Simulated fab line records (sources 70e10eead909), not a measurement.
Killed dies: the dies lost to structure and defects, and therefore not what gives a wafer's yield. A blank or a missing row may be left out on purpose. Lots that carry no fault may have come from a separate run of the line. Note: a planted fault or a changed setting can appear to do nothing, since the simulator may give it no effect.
Problem report in the 8D (eight disciplines) form, filled by code + flow nandHarc + the parts of the form that need people (team, actions taken, sign-off) are left out

1. PROBLEM STATEMENT
thkNm at NHARC_A_SGD_CUT_THK_MEAS_22 reads a mean of 101.0 nm on 6 wafers of 2 lots; wafers without a fault read 148.1 nm with a standard deviation of 1.4. That is -34 standard deviations from the usual mean.
The step: measures by ellipsometry.
First observed at day 24 06:07: wafer L230.2, on filmMetro-02. Wafers with a number at this step in the record: 18, from 6 lots. By rule, "out" or "out of limits" means more than 4 standard deviations away from the usual mean. Any other wafer with a number is counted as sound.

2. WHAT THIS IS AND IS NOT
| question                    | is                         | is not                                                                   |
|-----------------------------|----------------------------|--------------------------------------------------------------------------|
| which readings at this step | thkNm                      | -                                                                        |
| which lots                  | L230, L231                 | L221, L224, L232, L241                                                   |
| which wafers of those lots  | all that have a number     | -                                                                        |
| read on which gauges        | filmMetro-01, filmMetro-02 | -                                                                        |
| when                        | from day 24 06:07          | up to then (6 sound wafers); but 6 sound wafers of L232, L241 came after |

3. SUSPECTS, AND WHAT RULES EACH OUT
Counting: a tool stays on the suspect list if, at a process step up to the reading, it processed all lots that are out and no sound lot following the first of them.
- the gauge at NHARC_A_SGD_CUT_THK_MEAS_22 has been ruled out. Those wafers that are out were read across 2 gauges (filmMetro-01, filmMetro-02).
- fcvd-02 at NHARC_A_SGD_CUT_DEP_20 (deposits SiO2, target thk 150 nm): kept. It processed each lot that is out, first L230 at day 24 01:28, and no sound lot thereafter; up to then, the last sound lot it processed was L221 at day 19 14:55.
- cmp-02 at NHARC_A_SGD_CUT_CMP_21 (polishes, target thk 148.19 nm): kept. It processed each lot that is out, first L230 at day 24 05:56, and no sound lot thereafter; up to then, the last sound lot it processed was L221 at day 19 19:56. Its own readings are out on those wafers: timeToEndpointS.
After counting, fcvd-02 at NHARC_A_SGD_CUT_DEP_20 and cmp-02 at NHARC_A_SGD_CUT_CMP_21 remain.

4. THE CAUSE (what the simulator had put in)
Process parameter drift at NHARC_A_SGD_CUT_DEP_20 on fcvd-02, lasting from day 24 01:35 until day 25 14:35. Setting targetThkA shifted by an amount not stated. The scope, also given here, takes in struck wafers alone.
Counting left 2 suspects, and this tool is among them.

5. THE EFFECT CHAIN, in route order
One row per reading whose mean, taken over the struck wafers that have a number, lies over 3 standard deviations from the usual. Readings are gone through only where the record gives a usual standard deviation; hours: the median, over the lots, of the time from a lot's start at the first step in this table giving one to that lot's start at this step; sigmas: the change measured in usual standard deviations.
| hours | step                        | reading         | usual    | on struck wafers | change | sigmas |
|-------|-----------------------------|-----------------|----------|------------------|--------|--------|
| 0     | NHARC_A_SGD_CUT_CMP_21      | timeToEndpointS | 50.5 s   | 33.1             | -17.4  | -6.5   |
| 0     | NHARC_A_SGD_CUT_THK_MEAS_22 | thkNm           | 148.1 nm | 101.0            | -47.1  | -34    |
It contains these process steps:
- NHARC_A_SGD_CUT_CMP_21: polishes, target thk 148.19 nm.
At these later measuring or inspecting steps, every struck wafer for which the step has a row has a number for every such reading, and none has moved that far: NHARC_END_SORT_01.

6. WHAT WOULD HAVE CAUGHT IT SOONER
The first out-of-limits reading at a measuring or inspecting step in this record came at day 24 06:07, 5 hours after the fault's start at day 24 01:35.
By day 24 06:07 the whole set of lots that are out, 2 in number, had already begun NHARC_A_SGD_CUT_DEP_20 on fcvd-02. Tool hold at that time: it would have spared none of them.
